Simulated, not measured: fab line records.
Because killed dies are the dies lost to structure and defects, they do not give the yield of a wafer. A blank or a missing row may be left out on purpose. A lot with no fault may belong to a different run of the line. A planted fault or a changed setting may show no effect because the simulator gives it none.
Struck lot and sound lot, side by side + flow nand harc + 15 out of 1159 route steps
Sound: wafers L558.2, L558.3, L558.5. Struck: wafer L568.4. (L568.3, L568.6 of the same lot were not struck and are left out.) The cause comes at the end.
Per side, at each step with rows, come the tool, then ch with its chambers, and then its first start. Under that, the readings that differ: sound wafers + struck wafers + difference of the means + sigmas: that difference in standard deviations of wafers without a fault.
alike: a reading whose means differ by less than 2 such deviations, as well as words and numbers matching on both sides. not compared: withheld readings; readings where some wafer has no value; bounds like >300 that might hide an equal value; numbers whose values overlap and for which the record gives no deviation.
The two part at a step that has a row with sigmas, a row that says differs or no value, or rows on one side only. Non-overlapping numbers with no deviation appear without sigmas and do not part them. Lack of a reading on every wafer of one side parts them only where that side has two or more wafers.

first, 8 steps without rows for these wafers: NHARC_P_M2_HMDS_02 (time 30 s); NHARC_P_M2_COAT_34 (time 65 s); NHARC_P_M2_COAT_03 (resist thk 90 nm); NHARC_P_M2_SOFTBAKE_04 (time 55 s); NHARC_P_M2_EBR_05; NHARC_P_M2_EXPOSE_06 (exposes mask P M2, target cd 170 nm); NHARC_P_M2_PEB_07 (peb time 65 s); NHARC_P_M2_DEVELOP_08 (develop time 35 s).
NHARC_P_M2_CD_MEAS_09: target cd 170 nm.
  sound on cd sem-03 ch 0, day 7 11:14; struck on cd sem-01 ch 0, day 9 21:29
| reading    | sound             | struck | difference | sigmas |
|------------|-------------------|--------|------------|--------|
| cd nm (nm) | 170.4 170.0 169.6 | 168.8  | -1.2       | -2     |
NHARC_P_M2_OVL_MEAS_10: pitch 340 nm.
  sound: overlay-02 at day 7 11:19; struck: overlay-02 at day 9 21:34
  alike: overlay x nm, overlay y nm
NHARC_P_M2_INSPECT_11:
  sound: defect inspect-02 at day 7 11:22; struck: defect inspect-02 at day 9 21:37
  alike: raw defect count
NHARC_P_M2_DESCUM_14: chemistry O2, time 3 s.
  sound on rie diel-04 ch 2,3, day 7 11:25; struck on rie diel-03 ch 0, day 9 21:40
| reading                         | sound          | struck | difference | sigmas |
|---------------------------------|----------------|--------|------------|--------|
| showerhead plenum p Torr (Torr) | 1.90 1.83 1.83 | 2.02   | +0.17      | +2     |
  alike: drypump motor current A, oes product au, rf vpp V, throttle valve pct
  not compared: rf hours counter h
NHARC_P_M2_ETCH_35: etches the open film in N2/H2, target depth 40 nm, overetch 12 nm, time 43.94 s.
  sound on rie diel-04 ch 0,1,2, day 7 11:31; struck on rie diel-03 ch 1, day 9 21:45
| reading          | sound          | struck | difference | sigmas |
|------------------|----------------|--------|------------|--------|
| run length s (s) | 65.6 64.6 65.1 | 53.6   | -11.5      | -33    |
  alike: drypump motor current A, oes product au, rf vpp V, showerhead plenum p Torr, throttle valve pct
  not compared: rf fwd power W, rf hours counter h
NHARC_P_M2_ETCH_15: etches the open film in C4F8/Ar, target depth 182.5 nm, time 91.2 s.
  sound: rie diel-04 ch 0,2,3; struck: rie diel-03 ch 2
  alike: oes product au, rf fwd power W, rf vpp V, run length s
  not compared: rf hours counter h
-- record jumps: 15 days between struck wafers' starts before vs after; left off in module P_M2, resumes in module END, first step shown is number 1159 of the route --
NHARC_END_SORT_01:
  sound on prober-02 ch 0, day 23 01:39; struck on prober-01 ch 0, day 24 18:09
  alike: defect limited yield, killed at array, killed at other, killed at periphery, killed dies, killed open, killed short, sort_bin_2_pct, sort_bin_3_pct, sort_bin_4_pct, sort n pass, sort rim yield pct, sort yield pct

== WHERE THEY PART ==
At NHARC_P_M2_CD_MEAS_09 first; at NHARC_P_M2_ETCH_35 last (within this record only). Later steps at which nothing parts them and some readings are alike: NHARC_P_M2_ETCH_15, NHARC_END_SORT_01.

WHY: what the simulator had put in
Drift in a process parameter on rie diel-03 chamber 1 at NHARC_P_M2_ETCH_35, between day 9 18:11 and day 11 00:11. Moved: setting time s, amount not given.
